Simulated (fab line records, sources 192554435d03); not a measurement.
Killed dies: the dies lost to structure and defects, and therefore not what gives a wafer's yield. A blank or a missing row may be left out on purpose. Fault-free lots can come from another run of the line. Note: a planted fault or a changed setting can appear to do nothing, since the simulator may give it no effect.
Lot-split experiment ; flow n5-finfet ; 39 wafers read from 7 lots, route of 1938 steps

THE SPLIT
At N5_DUMMY_GATE_ETCH_31 (etches SiO2 in C4F6/O2, target depth 82.5 nm, time 27.5 s), the setting target-depth-a was moved away from the recipe's 825 angstrom on 15 of the 39 wafers read, by -11.9% to +11.7%. For the rest of the wafers, this setting stayed at what the recipe calls for.

Reading taken at the split's own step.

THE READING
etch.depth-nm (the simulator's own value, which no gauge read), in nm, at N5_DUMMY_GATE_ETCH_31 (etches SiO2 in C4F6/O2, target depth 82.5 nm, time 27.5 s). The file gives no usual value for it. Here, 24 wafers ran the recipe; their average is 82.21 nm with a standard deviation of 1.8 nm.

wafer;tool, chamber at the split;target-depth-a as run, angstrom;against the recipe;etch.depth-nm, nm;against lot-mates on the recipe
L076.1;rie-diel-06, 2;825;recipe;86.75;-
L076.2;rie-diel-06, 3;784.5;-4.9%;79.84;-4.73
L076.3;rie-diel-06, 1;784.5;-4.9%;76.95;-7.62
L076.4;rie-diel-06, 0;825;recipe;83.23;-
L076.5;rie-diel-06, 0;784.5;-4.9%;78.78;-5.79
L076.6;rie-diel-06, 3;825;recipe;83.72;-
L080.1;rie-diel-02, 3;882.2;+6.9%;86.77;+4.99
L080.2;rie-diel-02, 1;882.2;+6.9%;89.81;+8.03
L080.3;rie-diel-02, 2;825;recipe;82.4;-
L080.4;rie-diel-02, 0;882.2;+6.9%;89.99;+8.21
L080.5;rie-diel-02, 2;825;recipe;81.64;-
L080.6;rie-diel-02, 3;825;recipe;81.29;-
L083.1;rie-diel-06, 2;921.6;+11.7%;96.44;+14.15
L083.2;rie-diel-06, 1;921.6;+11.7%;90.42;+8.13
L083.3;rie-diel-06, 3;825;recipe;82.67;-
L083.4;rie-diel-06, 0;825;recipe;82.39;-
L083.5;rie-diel-06, 1;921.6;+11.7%;90.32;+8.03
L083.6;rie-diel-06, 0;825;recipe;81.8;-
L086.2;rie-diel-06, 2;825;recipe;85.35;-
L086.3;rie-diel-06, 3;825;recipe;83.62;-
L086.5;rie-diel-06, 1;825;recipe;80.02;-
L088.1;rie-diel-05, 1;825;recipe;81.62;-
L088.2;rie-diel-05, 2;825;recipe;83.52;-
L088.3;rie-diel-05, 3;727;-11.9%;69.95;-12.11
L088.4;rie-diel-05, 0;727;-11.9%;71.17;-10.89
L088.5;rie-diel-05, 2;727;-11.9%;72.81;-9.25
L088.6;rie-diel-05, 1;825;recipe;81.05;-
L091.1;rie-diel-02, 0;825;recipe;81.97;-
L091.2;rie-diel-02, 1;825;recipe;83.51;-
L091.3;rie-diel-02, 3;825;recipe;80.36;-
L091.4;rie-diel-02, 2;825;recipe;80.49;-
L091.5;rie-diel-02, 2;825;recipe;80.54;-
L091.6;rie-diel-02, 3;825;recipe;79.95;-
L097.1;rie-diel-05, 2;825;recipe;84.35;-
L097.2;rie-diel-05, 3;825;recipe;79.61;-
L097.3;rie-diel-05, 1;825;recipe;81.29;-
L097.4;rie-diel-05, 0;782.6;-5.1%;77.07;-4.68
L097.5;rie-diel-05, 0;782.6;-5.1%;76.51;-5.24
L097.6;rie-diel-05, 3;782.6;-5.1%;75.44;-6.31

FIT RESULTS
A straight line over all 39 wafers: etch.depth-nm changes by +0.91 nm for each +1% of target-depth-a; r = +0.94; the points scatter about the line by 1.8 nm.
The same after taking each lot's own level away (the mean of its wafers on the recipe; 39 wafers): +0.935 nm for each +1%; r = +0.95; scatter 1.6 nm.
According to that fit, moving target-depth-a by its largest amount changes the reading by 11 nm.
Across the lots, their own levels run from 81.137 to 84.567 nm, a range of 2.0 times the standard deviation given above.
Hence the lot-to-lot level has little effect on the slope; both slopes agree.
Check: -11.1 nm against its lot-mates is what the line predicts for one of the wafers moved furthest among these (-11.9%) when that wafer is left out of the fit. Against them it came out at -12.1 nm.

FURTHER SPLITS ON THESE WAFERS
Note: prior to the reading, these wafers also went through further splits. Each is held against what the fit with the lots' levels taken away leaves over:
other split on the same wafers;wafers away from the commonest value;r with etch.depth-nm (lot level and that fit taken away)
N5_DUMMY_GATE_HM_DEP_06 target-thk-a;33;-0.05
N5_DUMMY_GATE_EXPOSE_12 dose-mj;12;+0.10

FILE'S OWN FIT
etch.depth-nm changes by +0.936 nm for each +1% of target-depth-a, r = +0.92.
